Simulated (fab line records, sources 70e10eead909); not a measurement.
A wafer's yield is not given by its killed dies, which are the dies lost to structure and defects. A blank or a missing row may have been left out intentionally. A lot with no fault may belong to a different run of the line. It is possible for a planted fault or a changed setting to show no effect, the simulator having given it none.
Problem report, 8D (eight disciplines) form, completed by code | flow nand-harc | the parts of the form that need people (team, actions taken, sign-off) are left out

## 1. THE PROBLEM
Mean of raw-defect-count at NHARC_A_CHANNEL_HOLE_D2_INSPECT_40: 993 across 9 wafers in 3 lots; on wafers with no fault it is 289 (standard deviation 88). That is +8.0 standard deviations from the usual mean.
First seen on wafer L717.1, day 20 14:11, on defect-inspect-01. Wafers with a number at this step in the record: 36, from 12 lots. The rule behind "out" and "out of limits": a value lying over 4 standard deviations away from the usual mean. All remaining wafers that have a number are taken as sound.

## 2. WHAT IT IS, AND WHAT IT ISN'T
question                    | is                     | is not
which readings at this step | raw-defect-count       | -
which lots                  | L717, L718, L719       | L699, L701, L702, L703, L706, L709, L711, L720, L722
which wafers of those lots  | all that have a number | -
read on which gauges        | defect-inspect-01      | defect-inspect-02
when                        | from day 20 14:11      | up to then (21 sound wafers); but 6 sound wafers of L720, L722 came after

## 3. THE SUSPECTS, EACH WITH WHAT RULES IT OUT
Counting: a tool at a process step up to the reading stays a suspect if it ran every lot that is out and no sound lot after the first of them.
- the gauge at NHARC_A_CHANNEL_HOLE_D2_INSPECT_40: kept. All the wafers that are out were read on defect-inspect-01, and no step on other tools shows them out.
- rie-diel-12 at NHARC_A_CHANNEL_HOLE_D2_ETCH_39 (etches the open film in N2/H2, target depth 260 nm, time 325 s): ruled out as a lasting fault. After its first lot that is out, L717 (day 20 05:47), sound lots L722 ran on it. NHARC_A_CHANNEL_HOLE_D2_ETCH_39 gives no start for some lots, so the hours and the order of its lots are those of NHARC_A_CHANNEL_HOLE_D2_CD_MEAS_18.
- har-etch-01 at NHARC_A_CHANNEL_HOLE_D2_ETCH_24 (etches the open film in C4F8/O2/Ar, time 906.2 s, target depth 1500 nm): kept. It ran every lot that is out, first L717 (day 20 10:35), and no sound lot after that; its last sound lot up to then is L703 (day 15 00:01).
- har-etch-01 at NHARC_A_CHANNEL_HOLE_D2_ETCH_26 (etches the open film in C4F8/O2/Ar, time 224.1 s, target depth 300 nm): kept. It ran every lot that is out, first L717 (day 20 12:14), and no sound lot after that; its last sound lot up to then is L703 (day 15 01:40).
Left after counting: har-etch-01 at NHARC_A_CHANNEL_HOLE_D2_ETCH_24, har-etch-01 at NHARC_A_CHANNEL_HOLE_D2_ETCH_26, defect-inspect-01 at NHARC_A_CHANNEL_HOLE_D2_INSPECT_40.

## 4. THE CAUSE (what the simulator had put in)
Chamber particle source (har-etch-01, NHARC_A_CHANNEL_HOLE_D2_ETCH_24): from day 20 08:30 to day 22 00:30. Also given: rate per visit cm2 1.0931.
Counting left 3 suspects, and this tool is among them.

## 5. THE EFFECT CHAIN, in route order
Each row: a reading where the mean over the struck wafers with a number is more than 3 standard deviations away from the usual. Only readings whose record carries a usual standard deviation are examined. hours: median over the lots of the time between each lot's start at the first step of this table that gives one and its start at this step. sigmas: the change, counted in usual standard deviations.
hours | step                               | reading          | usual | on struck wafers | change | sigmas
0     | NHARC_A_CHANNEL_HOLE_D2_INSPECT_40 | raw-defect-count | 289   | 993              | +704   | +8.0
Later measuring or inspecting steps at which every struck wafer that the step has a row for has a number for every such reading, and none has moved that far: NHARC_END_SORT_01.

## 6. HOW IT WOULD HAVE BEEN CAUGHT EARLIER
The first out-of-limits reading at a measuring or inspecting step in this record came at day 20 14:11, 6 hours after the fault's start at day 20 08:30.
An alarm limit of 4 standard deviations would not have fired on the tool readings at NHARC_A_CHANNEL_HOLE_D2_ETCH_24 for which the record gives a usual standard deviation, since none of them was out on any struck wafer.
L718, L719, from the lots that are out (3), started NHARC_A_CHANNEL_HOLE_D2_ETCH_24 on har-etch-01 later than day 20 14:11. A hold on the tool at that time would have spared those 2.
